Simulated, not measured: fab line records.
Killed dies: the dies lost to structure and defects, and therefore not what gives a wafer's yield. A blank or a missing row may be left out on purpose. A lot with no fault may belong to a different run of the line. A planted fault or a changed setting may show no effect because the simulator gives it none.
Matching of chambers :: flow nand-harc :: rie-diel-09 running NHARC_P_CONTACT_DESCUM_17: 4 sister chambers
The step chemistry O2, time 3 s. 7 wafers are shown with their chamber, then 7 later ones without.

== WAFERS WITH THEIR CHAMBER ==
wafer: L584.1
chamber: 0
drypump-motor-current-A (A): 5.8
oes-product-au (a.u.): 0.982

wafer: L587.4
chamber: 1
drypump-motor-current-A (A): 6.2
oes-product-au (a.u.): 0.987

wafer: L587.6
chamber: 0
drypump-motor-current-A (A): 5.8
oes-product-au (a.u.): 0.990

wafer: L594.1
chamber: 2
drypump-motor-current-A (A): 5.7
oes-product-au (a.u.): 0.991

wafer: L594.6
chamber: 3
drypump-motor-current-A (A): 6.2
oes-product-au (a.u.): 1.003

wafer: L596.2
chamber: 2
drypump-motor-current-A (A): 5.8
oes-product-au (a.u.): 0.991

wafer: L596.3
chamber: 3
drypump-motor-current-A (A): 6.1
oes-product-au (a.u.): 1.000

== WAFERS MISSING THEIR CHAMBER ==
wafer: L596.4
drypump-motor-current-A (A): 5.7
oes-product-au (a.u.): 0.989

wafer: L602.3
drypump-motor-current-A (A): 5.8
oes-product-au (a.u.): 1.009

wafer: L602.4
drypump-motor-current-A (A): 5.8
oes-product-au (a.u.): 0.991

wafer: L602.5
drypump-motor-current-A (A): 6.2
oes-product-au (a.u.): 0.995

wafer: L606.3
drypump-motor-current-A (A): 5.8
oes-product-au (a.u.): 1.003

wafer: L606.4
drypump-motor-current-A (A): 6.2
oes-product-au (a.u.): 1.010

wafer: L606.5
drypump-motor-current-A (A): 5.7
oes-product-au (a.u.): 0.994

== WHICH CHAMBER EACH WENT THROUGH ==
wafer: L596.4
from the rows above: can't be placed: 2 or 0
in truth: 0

wafer: L602.3
from the rows above: can't be placed: 2 or 3 or 0
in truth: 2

wafer: L602.4
from the rows above: can't be placed: 2 or 0
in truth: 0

wafer: L602.5
from the rows above: can't be placed: 3 or 1
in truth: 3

wafer: L606.3
from the rows above: can't be placed: 2 or 0
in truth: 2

wafer: L606.4
from the rows above: 3
in truth: 3

wafer: L606.5
from the rows above: can't be placed: 2 or 0
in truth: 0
Correct placement for 1 of the 7. Unplaceable from these rows: 6, with the true chamber sitting among the candidates in 6. Number placed wrongly: 0.
How it was worked out, from the rows above alone: a wafer's distance from a chamber is the root of the sum, over the readings, of the square of ((its reading less the chamber's mean) divided by the reading's scatter). If the next closest chamber is less than 2 further off than the closest, the wafer can't be placed; otherwise it belongs to the closest. Each chamber's mean is taken over the wafers shown for it. The scatter: the root of (the sum of the squares of (reading less its chamber's mean) over the shown wafers, divided by (wafers less chambers)).
